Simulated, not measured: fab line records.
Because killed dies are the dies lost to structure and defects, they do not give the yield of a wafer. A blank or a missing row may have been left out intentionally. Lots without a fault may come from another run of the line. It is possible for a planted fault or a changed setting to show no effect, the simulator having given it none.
Chamber matching | flow nand-harc | NHARC_A_CONTACT_ETCH_88 on rie-diel-08: 4 sister chambers
The step etches the open film in CF4, target depth 39 nm, time 65 s. 22 wafers are shown with their chamber, then 11 later ones without.

## EACH WAFER AND ITS CHAMBER
wafer  | chamber | drypump-motor-current-A (A) | rf-vpp-V (V) | oes-product-au (a.u.)
L075.1 | 0       | 5.8                         | 151.5        | 0.998
L075.3 | 1       | 6.5                         | 152.5        | 1.015
L075.6 | 2       | 5.8                         | 148.3        | 1.007
L079.3 | 0       | 5.8                         | 151.3        | 1.002
L079.4 | 3       | 5.6                         | 150.3        | 0.992
L079.5 | 0       | 5.8                         | 150.5        | 0.998
L082.2 | 0       | 5.7                         | 151.7        | 1.012
L082.4 | 1       | 6.5                         | 152.8        | 1.024
L082.6 | 3       | 5.6                         | 150.2        | 1.009
L083.1 | 2       | 5.8                         | 150.7        | 0.987
L083.3 | 3       | 5.6                         | 150.1        | 1.009
L083.4 | 0       | 5.7                         | 151.1        | 1.014
L085.1 | 1       | 6.5                         | 152.2        | 1.021
L085.3 | 2       | 5.8                         | 151.0        | 0.993
L085.6 | 0       | 5.8                         | 150.2        | 1.012
L086.3 | 1       | 6.5                         | 152.5        | 1.011
L086.4 | 0       | 5.8                         | 150.5        | 1.006
L086.6 | 3       | 5.5                         | 152.6        | 1.019
L089.2 | 2       | 5.8                         | 149.9        | 0.998
L089.4 | 3       | 5.6                         | 152.3        | 1.017
L089.6 | 0       | 5.8                         | 151.3        | 1.009
L087.4 | 3       | 5.5                         | 151.4        | 1.018

SIGNATURES (means of the wafers above)
reading                 | chamber 0 | chamber 1 | chamber 2 | chamber 3 | scatter within a chamber
drypump-motor-current-A | 5.775     | 6.500     | 5.800     | 5.567     | 0.0397
rf-vpp-V                | 151.012   | 152.500   | 149.975   | 151.150   | 0.845
oes-product-au          | 1.00638   | 1.01775   | 0.99625   | 1.01067   | 0.0079
Rule: a wafer lies at a distance from a chamber equal to the root of the sum of squares, over the readings, of (its reading less the chamber's mean, divided by the reading's scatter). The wafer belongs to the nearest chamber; if the next one is less than 2 further off, it can't be placed. How the scatter is found: for the shown wafers, subtract from each reading the mean of its chamber, square and add these, divide the total by (wafers less chambers), then take the root.

## WAFERS WITHOUT THEIR CHAMBER
wafer  | drypump-motor-current-A (A) | rf-vpp-V (V) | oes-product-au (a.u.)
L087.5 | 5.8                         | 151.0        | 1.005
L087.6 | 6.5                         | 151.7        | 1.024
L092.3 | 5.6                         | 151.2        | 1.002
L092.4 | 6.5                         | 151.9        | 1.014
L092.5 | 6.5                         | 151.6        | 1.020
L093.2 | 5.8                         | 151.9        | 0.996
L093.4 | 5.8                         | 149.3        | 0.991
L093.5 | 6.5                         | 153.4        | 1.016
L096.3 | 5.8                         | 149.8        | 0.991
L096.4 | 6.5                         | 151.3        | 1.024
L096.6 | 5.8                         | 149.2        | 0.996

## EACH ONE'S CHAMBER
wafer  | from the rows above     | in truth
L087.5 | can't be placed: 0 or 2 | 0
L087.6 | 1                       | 1
L092.3 | 3                       | 3
L092.4 | 1                       | 1
L092.5 | 1                       | 1
L093.2 | can't be placed: 0 or 2 | 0
L093.4 | can't be placed: 2 or 0 | 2
L093.5 | 1                       | 1
L096.3 | can't be placed: 2 or 0 | 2
L096.4 | 1                       | 1
L096.6 | can't be placed: 2 or 0 | 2
Correctly placed: 6 of 11. These rows do not allow placing 5 (true chamber among the candidates in 5). Number placed wrongly: 0.
